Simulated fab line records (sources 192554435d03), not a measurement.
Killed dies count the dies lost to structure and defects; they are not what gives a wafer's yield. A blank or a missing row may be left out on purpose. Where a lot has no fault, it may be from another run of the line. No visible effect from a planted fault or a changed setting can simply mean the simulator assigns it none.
fab line records | flow n5-finfet
[record] lots = 4 wafers = 12 last-day = 19
route steps=1938 shown MOL_CONTACT_COAG@617 BEOL_M0_SAQP@632 BEOL_M4@1111 PASSIVATION@1936
lots with no fault: from the same line, run without faults
start-h: hours from the record's opening day to when the first of the lot's shown wafers began | wait-h: hours elapsed since this lot's preceding step | " as in the row above | L1.1+2: several wafers, shown together as one row | - no value present, or no start provided | * or withheld: withheld | < > ~ a bound
route shown NAME@n: NAME is a module with steps in the file, n the number in the route of the first one | usual: the fault-free wafers' mean and standard deviation | same: alike in all rows | chamber/n: place in a boat | sites: the reading at each site | _std_site: how widely they spread, as a standard deviation | _edge_site: the outer-site mean with the inner-site mean subtracted | radius-mm: how far each site lies from the wafer's centre | mask NAME#n: copy n | behind: the most recent tool/chamber to have shaped the wafer | hold: why the lot was held/for how many hours/how that ended | device: the n, p or np transistor that did not switch | end of line: the same wafers' tests at the end of the route | where a step has no rows: the recipe by itself | killed: count of dies lost to structure and defects at first sort (not the wafer's yield) | map: shows each die of a wafer: x if killed, . if not, _ if none is there
set.NAME: setting as actually run; set.NAME@STEP: the setting as run at that earlier step | model.NAME: the simulator's own value behind a step, which no gauge read
lots at selected steps of the route; one table per step, one row per wafer
services: the hour from which a tool's chamber was out of use, counted from the record's first day as start-h (under 0 if before that day), plus the number of hours and why
[[steps]]
[step N5_MOL_CONTACT_COAG_ETCH_48]
[recipe] chemistry = C4F6/O2 target-depth-a = 150 overetch-a = 45 mask-material = SOC target = SiOC bias-w = 465 pressure-mtorr = 10 time-s = 17 source-w = 335 Ar_flow_sccm = 300 C4F6_flow_sccm = 10 O2_flow_sccm = 10 ion-energy-ev = 576
[step N5_MOL_CONTACT_COAG_STRIP_72]
[recipe] chemistry = N2/H2 power-w = 450 temp-c = 40 pressure-mtorr = 20 rf-frequency-hz = 6e+07 overash-fraction = 3 bias-power-w = 7 h2-frac = 0.5 n2-flow-sccm = 200 h2-flow-sccm = 200
[step N5_MOL_CONTACT_COAG_STRIP_49]
[recipe] chemistry = N2/H2 time-s = 30 power-w = 1000 temp-c = 250 pressure-mtorr = withheld n2-flow-sccm = 1750 h2-flow-sccm = 3250
[step N5_MOL_CONTACT_COAG_PRECLEAN_138]
[recipe] chemistry = alkaline-clean temp-c = 60 time-s = 60 do-ppb = 50
[step N5_MOL_CONTACT_COAG_SRD_139]
[recipe] dry = ipa-marangoni time-s = 30 temp-c = 23 rinse-liquid = diw
[step N5_MOL_CONTACT_COAG_PRE_CLEAN_121]
[recipe] gas = H2/He time-s = * temp-c = withheld
[step N5_MOL_CONTACT_COAG_CVD_140]
[recipe] material = W target-thk-a = 665 mode = selective-fill temp-c = 300 time-s = 215
[step N5_MOL_CONTACT_COAG_PRECLEAN_127]
[recipe] chemistry = DIW time-s = 57.5 temp-c = 23
[step N5_MOL_CONTACT_COAG_SRD_128]
[recipe] dry-time-s = 32 dry = n2-spin spin-rpm = 1500
[step N5_MOL_CONTACT_COAG_CMP_52]
[recipe] stop-on = SiO2 t-overpolish-s = 1.5 post-cmp-clean = w-dilute-nh4oh down-force-psi = 4 platen-rpm = 50.289 pad-velocity-m-s = 1.0006 target-thk-nm = 66.5
[step N5_MOL_CONTACT_COAG_ANNEAL_112]
[recipe] temp-c = 400 time-s = 1800 ambient = HPD2 pressure-atm = 10
[usual] pressure-atm = 10.001/0.021 spike-tc-bottom-C = 420.8/1.2 wafer_temp_C_max = 401.9/0.41 zone-power-top-pct = 19.65/0.19
// columns lot.wafer tool chamber start-h wait-h pressure-atm spike-tc-bottom-C wafer_temp_C_max zone-power-top-pct
L781.2 hp-anneal-01 0 121.31 1.2 9.962 419.4 401.9 19.38
L781.3 " 0 " " 9.999 422.7 402.0 19.70
L781.6 " 0 " " 9.999 422.7 401.4 19.58
L788.1 hp-anneal-01 - 161.66 1.3 - - - -
L788.3 " - " " - - - -
L788.5 " - " " - - - -
L789.2 hp-anneal-01 - 166.96 0.0 - - - -
L789.3 " - " " - - - -
L789.5 " - " " - - - -
L799.3 hp-anneal-01 0 225.34 0.0 10.004 418.9 402.2 19.74
L799.4 " 0 " " 9.984 420.4 402.0 19.70
L799.6 " 0 " " 10.015 420.8 401.6 19.55
[step N5_BEOL_M0_SAQP_PECVD_00]
[recipe] material = SiCN target-thk-a = 80 temp-c = withheld precursor = 3MS/NH3 pressure-torr = 3 rf-w = 202 time-s = 14
[step N5_BEOL_M0_SAQP_ILD_DEP_01]
[recipe] material = SiOC target-thk-a = 454.19 temp-c = 350 precursor = DEMS/O2 pressure-torr = 5 rf-w = 500 time-s = 8.7
[step N5_BEOL_M0_SAQP_HM_DEP_02]
[recipe] material = TiN target-thk-a = 120 temp-c = 25 chamber-pressure-pa = 0.49996
[step N5_BEOL_M0_SAQP_PECVD_03]
[recipe] material = SiCN target-thk-a = 120 temp-c = withheld precursor = 3MS/NH3 pressure-torr = 3 rf-w = 202 time-s = 21.1
[step N5_BEOL_M0_SAQP_PECVD_96]
[recipe] material = a-Si target-thk-a = 450 temp-c = 350 precursor = SiH4/He pressure-torr = 3 rf-w = 100 time-s = 45.2
[step N5_BEOL_M0_SAQP_PECVD_97]
[recipe] material = SiNx target-thk-a = 230 temp-c = 350 precursor = SiH4/NH3/N2 pressure-torr = 1.5 rf-w = 300 time-s = 19.9
[step N5_BEOL_M0_SAQP_PECVD_04]
[recipe] material = a-Si target-thk-a = 600 temp-c = 350 precursor = SiH4/He pressure-torr = 3 rf-w = 100 time-s = 60.2
[step N5_BEOL_M0_SAQP_HM_DEP_111]
[recipe] material = SiO2 target-thk-a = 120 temp-c = 400 precursor = SiH4/N2O pressure-torr = 0.75 rf-w = 275 time-s = 7.2
[step N5_BEOL_M0_SAQP_COAT_81]
[recipe] resist = SOC temp-c = 250 time-s = 60 spin-rpm = 1500 resist-thk-nm = 100
[step N5_BEOL_M0_SAQP_COAT_82]
[recipe] resist = SiARC temp-c = 220 time-s = 60 spin-rpm = 1500 resist-thk-nm = 30
[step N5_BEOL_M0_SAQP_COAT_08]
[recipe] resist = CAR-ArF spin-rpm = 1500 resist-thk-nm = 90
[step N5_BEOL_M0_SAQP_EBR_10]
[recipe] solvent = PGMEA ebr-width-mm = 1.5
[step N5_BEOL_M0_SAQP_SOFTBAKE_09]
[recipe] temp-c = 110 time-s = 60 resist = CAR-ArF
[step N5_BEOL_M0_SAQP_EXPOSE_11]
[recipe] mask-id = M0_CORE na = 1.35 source-shape = dipole sigma-inner = 0.538 sigma-outer = 0.738 polarization = te target-cd-nm = 42 dose-mj = 55
[step N5_BEOL_M0_SAQP_PEB_12]
[recipe] peb-temp-c = withheld peb-time-s = 60 resist = CAR-ArF
[step N5_BEOL_M0_SAQP_DEVELOP_13]
[recipe] develop-time-s = 30 developer = TMAH resist = CAR-ArF dev-temp-c = 23 rinse-liquid = diw dry = air-spin
[step N5_BEOL_M0_SAQP_DESCUM_19]
[recipe] chemistry = O2 time-s = 7.9 source-power-w = 50 bias-power-w = 20 pressure-mtorr = 20 rf-frequency-hz = 2.712e+07 temp-c = 40 resist = CAR-ArF o2-flow-sccm = 225
[step N5_BEOL_M0_SAQP_ETCH_83]
[recipe] chemistry = CF4 target = SiARC target-depth-a = 390 mask-material = CAR-ArF time-s = 65 ion-energy-ev = 80 pressure-mtorr = 40 source-w = 545 bias-w = 36 Ar_flow_sccm = 100 cf4-flow-sccm = 100 ends = cleared
[step N5_BEOL_M0_SAQP_ETCH_84]
[recipe] chemistry = N2/H2 target = SOC target-depth-a = 1000 overetch-a = 200 mask-material = SiARC temp-c = 40 time-s = 150 ion-energy-ev = 200 pressure-mtorr = 30 source-w = 840 bias-w = 150 n2-flow-sccm = 200 h2-flow-sccm = 200
[step N5_BEOL_M0_SAQP_STRIP_80]
[recipe] chemistry = N2/H2 temp-c = 40 n2-flow-sccm = 200 h2-flow-sccm = 200 rf-frequency-hz = 6e+07
[step N5_BEOL_M0_SAQP_HM_OPEN_112]
[recipe] chemistry = CHF3/O2 target = SiO2 stop-on = a-Si target-depth-a = 120 over-etch-frac = 1.25 mask-material = SOC time-s = 13.5 pressure-mtorr = 30 source-w = 650 bias-w = 170 Ar_flow_sccm = 200 CHF3_flow_sccm = 50 O2_flow_sccm = 5 ion-energy-ev = 200 ends = end-point
[step N5_BEOL_M0_SAQP_STRIP_113]
[recipe] chemistry = CHF3/O2 resist = SiARC rf-frequency-hz = 6e+07
[step N5_BEOL_M0_SAQP_MANDREL_ETCH_20]
[recipe] target-depth-a = 600 chemistry = HBr/Cl2 target = a-Si stop-on = SiNx bt-time-s = 10 mask-material = SOC over-etch-frac = 0.5 time-s = 30 pressure-mtorr = 10 icp-w = 800 bias-w = 75 HBr_flow_sccm = 150 Cl2_flow_sccm = 80 ends = end-point
[step N5_BEOL_M4_RC_MEAS_101]
[usual] DIBL_N = 35.8/1.7 DIBL_P = 35.3/2 IOFF_N = 0.150/0.026 IOFF_N_LONG = 5.58e-05/2.1e-06 IOFF_P = 0.194/0.029 IOFF_P_85C = 3.4/0.42 IOFF_P_LIN = 0.093/0.011 IOFF_P_LONG = 0.000102/8.2e-06 ION_N = 667/11 ION_P = 456/7.1 SS_N = 71.4/0.65 SS_P = 73.1/0.64 VT_N = 251/3 VT_N_LONG = 274.4/2.1 VT_N_LVT = 99/3.1 VT_P = -252/3.2 VT_P_LONG = -276.3/2.6 VT_P_LVT = -99.8/2.3
// columns lot.wafer tool chamber start-h wait-h DIBL_N[mV/V] DIBL_P[mV/V] IOFF_N[nA/um] IOFF_N_LONG[nA/um] IOFF_P[nA/um] IOFF_P_85C[nA/um] IOFF_P_LIN[nA/um] IOFF_P_LONG[nA/um] ION_N[uA/um] ION_P[uA/um] SS_N[mV/dec] SS_P[mV/dec] VT_N[mV] VT_N_LONG[mV] VT_N_LVT[mV] VT_P[mV] VT_P_LONG[mV] VT_P_LVT[mV]
L781.2 prober-02 0 224.13 0.2 36.6 36.3 0.150 5.29e-05 0.207 3.6 0.096 9.6e-05 657 454 70.9 72.7 251 277.8 100 -250 -277.8 -99.8
L781.3 " 0 " " 36.6 35.7 0.155 5.35e-05 0.195 3.3 0.092 9.4e-05 669 455 71.6 73.1 248 278.3 97 -253 -279.9 -99.2
L781.6 " 0 " " 37.6 37.1 0.176 5.36e-05 0.219 3.7 0.100 9.6e-05 673 456 71.3 73.2 247 278.6 97 -250 -281.0 -98.2
L788.1 prober-01 0 276.86 0.0 36.7 37.7 0.160 8.1e-05 0.153 2.7 0.070 0.000153 638 398 75.6 80.9 263 288.1 111 -280 -309.3 -130.1
L788.3 " 0 " " 34.6 35.8 0.119 7.8e-05 0.137 2.5 0.063 0.000151 619 390 75.3 80.2 267 292.0 115 -285 -308.2 -132.3
L788.5 " 0 " " 32.9 34.1 0.100 7.61e-05 0.119 2.2 0.058 0.000154 606 390 74.1 80.0 269 292.0 118 -286 -311.9 -131.9
L789.2 prober-02 0 276.97 0.2 33.1 31.7 0.092 7.56e-05 0.096 1.9 0.050 0.000148 607 384 73.6 79.5 269 295.4 119 -290 -312.9 -138.2
L789.3 " 0 " " 34.5 31.8 0.100 7.81e-05 0.094 1.9 0.049 0.000143 625 387 74.5 80.4 270 294.2 118 -290 -313.7 -137.9
L789.5 " 0 " " 38.0 37.0 0.147 7.51e-05 0.143 2.7 0.066 0.00014 627 389 74.7 80.1 266 293.6 113 -283 -311.8 -132.5
L799.3 prober-01 0 339.03 0.3 36.4 35.4 0.173 5.51e-05 0.183 3.3 0.088 9.2e-05 660 446 72.2 73.2 248 276.7 95 -255 -277.6 -101.8
L799.4 " 0 " " 35.1 34.1 0.147 5.59e-05 0.167 3.0 0.083 9.1e-05 669 450 71.7 72.8 251 274.5 98 -254 -277.1 -102.2
L799.6 " 0 " " 33.0 31.0 0.116 5.63e-05 0.135 2.5 0.072 9.4e-05 646 443 71.0 71.7 253 276.3 101 -257 -281.2 -104.6
[step N5_PASSIVATION_PROBE_49]
[usual] defect-limited-yield = 91.5/1.4 killed_at_M0_to_M3 = 34/11 killed_at_M4_up = 15/6 killed-at-contacts = 11/5.9 killed-at-front-end = 37/11 killed-at-other = 3.6/2.9 killed-dies = 101/17 killed-open = 66/12 killed-short = 33/7.8 sort_bin_5_function = 5.0/0.97 sort_bin_6_memory = 3.2/0.65 sort_bin_8_speed = 0.02/0.2 sort-n-pass = 1079/17 sort-yield-pct = 91.4/1.4
[same] gross-dies = 1180 killed-at-back-side = 0 sort_bin_4_leakage[%] = 0
// columns lot.wafer tool chamber start-h wait-h defect-limited-yield[%] killed_at_M0_to_M3 killed_at_M4_up killed-at-contacts killed-at-front-end killed-at-other killed-dies killed-open killed-short sort_bin_5_function[%] sort_bin_6_memory[%] sort_bin_8_speed[%] sort-n-pass sort-yield-pct[%]
L789.2 prober-01 - 375.92 0.1 92.9 33 8 3 35 5 84 62 22 4.7 2.3 92.88 0 0
L789.3 prober-01 - 375.97 0.1 90.7 27 7 5 69 2 110 70 40 4.7 4.2 90.68 0 0
L789.5 prober-01 - 376.07 0.2 93.2 19 11 11 36 3 80 53 25 3.7 2.6 93.22 0 0
L788.1 prober-01 - 381.38 0.0 90.9 13 15 19 56 4 107 64 40 4.7 3.8 90.93 0 0
L788.3 prober-01 - 381.48 0.1 90.4 24 18 10 61 0 113 82 31 5.4 3.6 90.42 0 0
L788.5 prober-01 - 381.58 0.2 90.7 28 7 8 67 0 110 78 31 5.3 3.9 90.68 0 0
// killed by level:class
L789.2 BEOL_M2:geometric-particle:open=9 FIN_SAQP:geometric-particle:open=7 STI_FIN_REVEAL:geometric-particle:open=7 DUMMY_GATE:geometric-particle:open=7 BEOL_M0_SAQP:geometric-particle:short=6 BEOL_M1:geometric-particle:open=6 BEOL_M3:geometric-particle:open=6 BEOL_M4:geometric-particle:short=4
L789.3 STI_FIN_REVEAL:geometric-particle:open=26 FIN_SAQP:geometric-particle:open=8 BEOL_M1:geometric-particle:open=8 BEOL_M3:geometric-particle:open=7 STI_FIN_REVEAL:geometric-particle:short=6 STARTING-WAFER:geometric-particle:short=6 FIN_SAQP:geometric-particle:short=5 DUMMY_GATE:geometric-particle:open=5
L789.5 STI_FIN_REVEAL:geometric-particle:open=9 MOL_CONTACT_COAG:geometric-particle:open=9 BEOL_M1:geometric-particle:open=7 DUMMY_GATE:geometric-particle:open=5 FIN_SAQP:geometric-particle:short=4 DUMMY_GATE:geometric-particle:short=4 BEOL_M5:geometric-particle:open=4 GATE_CUT:geometric-particle:short=4
L788.1 STI_FIN_REVEAL:geometric-particle:open=20 MOL_CONTACT_COAG:geometric-particle:open=15 FIN_SAQP:geometric-particle:short=10 GATE_CUT:geometric-particle:open=5 FIN_SAQP:geometric-particle:open=4 GATE_CUT:geometric-particle:short=4 MOL_CONTACT_COAG:geometric-particle:short=4 BEOL_M5:geometric-particle:short=4
L788.3 STI_FIN_REVEAL:geometric-particle:open=30 FIN_SAQP:geometric-particle:short=10 MOL_CONTACT_COAG:geometric-particle:open=9 FIN_SAQP:geometric-particle:open=7 STI_FIN_REVEAL:geometric-particle:short=6 BEOL_M3:geometric-particle:open=5 BEOL_M0_SAQP:geometric-particle:open=4 BEOL_M4:geometric-particle:open=4
L788.5 STI_FIN_REVEAL:geometric-particle:open=25 FIN_SAQP:geometric-particle:short=12 BEOL_M2:geometric-particle:open=11 FIN_SAQP:geometric-particle:open=8 BEOL_M0_SAQP:geometric-particle:open=6 DUMMY_GATE:geometric-particle:open=6 MOL_CONTACT_COAG:geometric-particle:open=5 STARTING-WAFER:geometric-particle:open=5
// map L788.3 (x killed, . not)
_________________...x........________________
______________..........x......._____________
___________...........x..x.....x...__________
__________....................x..x.._________
________..xx...............xx........._______
_______.................x..............______
______....x.....x......................._____
_____........x...x..............x........____
____x.....x.......x.x....x.x..............___
___.........x..................x........x..__
___..........x..........x.x.............x..__
__..............................x..x...x...._
__.........x.x..x...x.......x....x.........._
_..........x..................x..............
_...x..................x............x........
_............x.x.....x.........x........x....
_...............x................x.x....x...x
_......x...x............x....................
_.x...xx..........x................x.x..x....
_.............x......x.......................
_..........x.........x...............x.......
__........x.......x...................x..x.._
__.........x.............x......x...x.....xx_
___...x.............x.x.x...x.......xx.....__
___.x.....x..x.......x...........x.........__
____.x.........x..x.........x.............___
_____....x.......................x.......____
______...........................x...xx._____
_______................x...............______
________.....x.........x.x............_______
__________.................x....x..x_________
___________....x..................x__________
______________.............x...._____________
_________________x....x...x..________________
// map L789.3 (x killed, . not)
_________________......x.....________________
______________........x........._____________
___________..........x.............__________
__________.x........x..............._________
________......xx.x...x......x........._______
_______.........x.......xx........x....______
______..x.....................x.....x..._____
_____....................................____
____x..x.......x......x..x..........x.....___
___...................x.....x..............__
___.x......xxx..xx.......................x.__
__.x........x.......................x......._
__..........x......x........x..x.x..x.....xx_
_.......x...x.......x...............x.x.....x
_............................................
_........................x.............x...x.
_....x.........x...............x.............
_......xx.......x...x............x...........
_.........x........x........................x
_.x.....................x.....x........x.....
_.....x.....x.....x.....x....x.....x.x....x.x
__...................x.x...............x...x_
__.....x.........x.....x...................._
___.............x..........x...............__
___....x..............x................x...__
____........x..x..x.x.....................___
_____.................x.......x..........____
______.x................................_____
_______...x.x..x.......................______
________x.......x....................._______
__________..........x.........x..x.._________
___________....x....x...x..........__________
______________.......x...x..x..._____________
_________________.......x....________________
[[services]]
// columns tool chamber start-h hours kind
hp-anneal-01 - 101.45 4.1 repair
[[key]]
[first-sign] step = N5_MOL_CONTACT_COAG_ANNEAL_112 reading = tool-record direction = missing
[effect] step = N5_BEOL_M4_RC_MEAS_101 reading = VT_P_LVT direction = down sigmas = 15 usual = -99.8 struck = -133.8
[effect] step = N5_BEOL_M4_RC_MEAS_101 reading = VT_P_LONG direction = down sigmas = 14 usual = -276.3 struck = -311.3
[effect] step = N5_BEOL_M4_RC_MEAS_101 reading = SS_P direction = up sigmas = 11 usual = 73.1 struck = 80.2
[effect] step = N5_BEOL_M4_RC_MEAS_101 reading = VT_P direction = down sigmas = 11 usual = -252 struck = -286
[effect] step = N5_BEOL_M4_RC_MEAS_101 reading = IOFF_N_LONG direction = up sigmas = 10 usual = 5.58e-05 struck = 7.73e-05
[effect] step = N5_BEOL_M4_RC_MEAS_101 reading = ION_P direction = down sigmas = 9.4 usual = 456 struck = 390
[effect] step = N5_BEOL_M4_RC_MEAS_101 reading = VT_N_LONG direction = up sigmas = 8.8 usual = 274.4 struck = 292.5
[effect] step = N5_BEOL_M4_RC_MEAS_101 reading = IOFF_P_LONG direction = up sigmas = 5.6 usual = 0.000102 struck = 0.000148
[effect] step = N5_BEOL_M4_RC_MEAS_101 reading = VT_N_LVT direction = up sigmas = 5.6 usual = 99 struck = 116
[effect] step = N5_BEOL_M4_RC_MEAS_101 reading = VT_N direction = up sigmas = 5.5 usual = 251 struck = 267
[effect] step = N5_BEOL_M4_RC_MEAS_101 reading = SS_N direction = up sigmas = 5 usual = 71.4 struck = 74.6
[effect] step = N5_BEOL_M4_RC_MEAS_101 reading = ION_N direction = down sigmas = 4.3 usual = 667 struck = 620
[effect] step = N5_PASSIVATION_PROBE_49 reading = sort_bin_8_speed direction = up sigmas = 99+ usual = 0.02 struck = 91.47
met-at N5_MOL_CONTACT_COAG_ANNEAL_112
struck-wafers L788.1,L788.3,L788.5,L789.2,L789.3,L789.5
onset-between 121.31 161.66
[fault] kind = skipped-step-whole tool = hp-anneal-01 chamber = - onset-h = 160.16 steps = N5_MOL_CONTACT_COAG_ANNEAL_112 scope = struck-lots-only
